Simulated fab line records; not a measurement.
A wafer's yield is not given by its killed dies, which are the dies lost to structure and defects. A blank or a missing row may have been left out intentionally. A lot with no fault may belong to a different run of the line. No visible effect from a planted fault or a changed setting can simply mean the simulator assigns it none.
Matching of chambers | flow n5-finfet | N5_BEOL_M5_ALD_86 on ald-metal-01 has 4 sister chambers
The step deposits TaN, pulse time 2 s, purge time 3 s, co reactant purge time 2 s. 8 wafers are shown with their chamber, then 12 later ones without.

WAFERS, EACH WITH ITS CHAMBER
wafer  | chamber | heater-power-outer-w (W) | heater-power-w (W)
L076.2 | 2       | 241                      | 455
L076.5 | 2       | 238                      | 453
L085.6 | 1       | 260                      | 464
L086.2 | 1       | 253                      | 473
L086.4 | 0       | 225                      | 428
L087.2 | 3       | 233                      | 439
L087.3 | 0       | 229                      | 425
L087.6 | 3       | 233                      | 437

WAFERS WITHOUT THEIR CHAMBER
wafer  | heater-power-outer-w (W) | heater-power-w (W)
L092.2 | 257                      | 479
L092.4 | 254                      | 485
L092.6 | 229                      | 429
L093.1 | 220                      | 432
L093.5 | 223                      | 435
L093.6 | 234                      | 435
L094.2 | 219                      | 443
L094.3 | 236                      | 435
L094.5 | 231                      | 439
L097.2 | 242                      | 441
L097.3 | 232                      | 431
L097.6 | 262                      | 462

WHICH CHAMBER EACH WENT THROUGH
wafer  | from the rows above     | in truth
L092.2 | 1                       | 1
L092.4 | 1                       | 1
L092.6 | can't be placed: 0 or 3 | 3
L093.1 | can't be placed: 0 or 3 | 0
L093.5 | can't be placed: 0 or 3 | 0
L093.6 | 3                       | 3
L094.2 | can't be placed: 3 or 0 | 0
L094.3 | 3                       | 3
L094.5 | 3                       | 3
L097.2 | can't be placed: 3 or 2 | 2
L097.3 | can't be placed: 3 or 0 | 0
L097.6 | 1                       | 1
6 of 12 placed correctly. Cannot be placed on the basis of these rows: 6; the candidates contain the true chamber in 6. Wrongly placed: 0.
How it was worked out, from the rows above alone: a wafer's distance from a chamber is the root of the sum, over the readings, of the square of ((its reading less the chamber's mean) divided by the reading's scatter). If the next closest chamber is less than 2 further off than the closest, the wafer can't be placed; otherwise it belongs to the closest. A chamber's mean is the mean of its shown wafers. How the scatter is found: for the shown wafers, subtract from each reading the mean of its chamber, square and add these, divide the total by (wafers less chambers), then take the root.
